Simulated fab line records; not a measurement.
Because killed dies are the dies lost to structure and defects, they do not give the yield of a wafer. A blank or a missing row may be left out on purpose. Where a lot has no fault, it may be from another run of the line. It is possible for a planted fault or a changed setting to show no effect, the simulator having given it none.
Which tool is to blame?	flow n5_finfet	7 lots, 21 wafers sampled, at 1 step of a route of 1938

WHAT THE GAUGES READ, wafer by wafer
N5_START_INSPECT_01: inspects for defects (unpatterned scan).
lot	measured	on	raw_defect_count
L956	day 2 00:02	defect_inspect-01	8 6 6
L958	day 2 12:02	defect_inspect-02	11 5 5
L966	day 4 12:02	defect_inspect-02	7 8 8
L969	day 5 06:02	defect_inspect-02	11 3 6
L972	day 6 00:02	defect_inspect-01	7 3 6
L974	day 6 12:02	defect_inspect-01	5 5 4
L977	day 7 06:02	defect_inspect-01	7 5 6

TOOL THAT RAN EACH LOT (tool first, then ch and the chambers of the sampled wafers, then the start)
There is no process step in the record ahead of these readings.

THE ANSWER, worked out from the rows above alone
Rule: usual is defined by the lots themselves. Put in order of their means at a reading, lots are off if they are a third of the lots or fewer, leave a main group of 4 or more, and stand apart from it by a gap of 3 or more times the standard deviation of the main group's means; of several such gaps the widest counts. If all means in a main group match to the digits the tables above print for the reading, that group is not used. Also off: a lot with no number at a reading for which 4 or more lots have one. The other lots that the step has rows for count as sound.
No lot is off at any reading shown: from this, nothing can be told.

WHAT THE SIMULATOR HAD PUT IN
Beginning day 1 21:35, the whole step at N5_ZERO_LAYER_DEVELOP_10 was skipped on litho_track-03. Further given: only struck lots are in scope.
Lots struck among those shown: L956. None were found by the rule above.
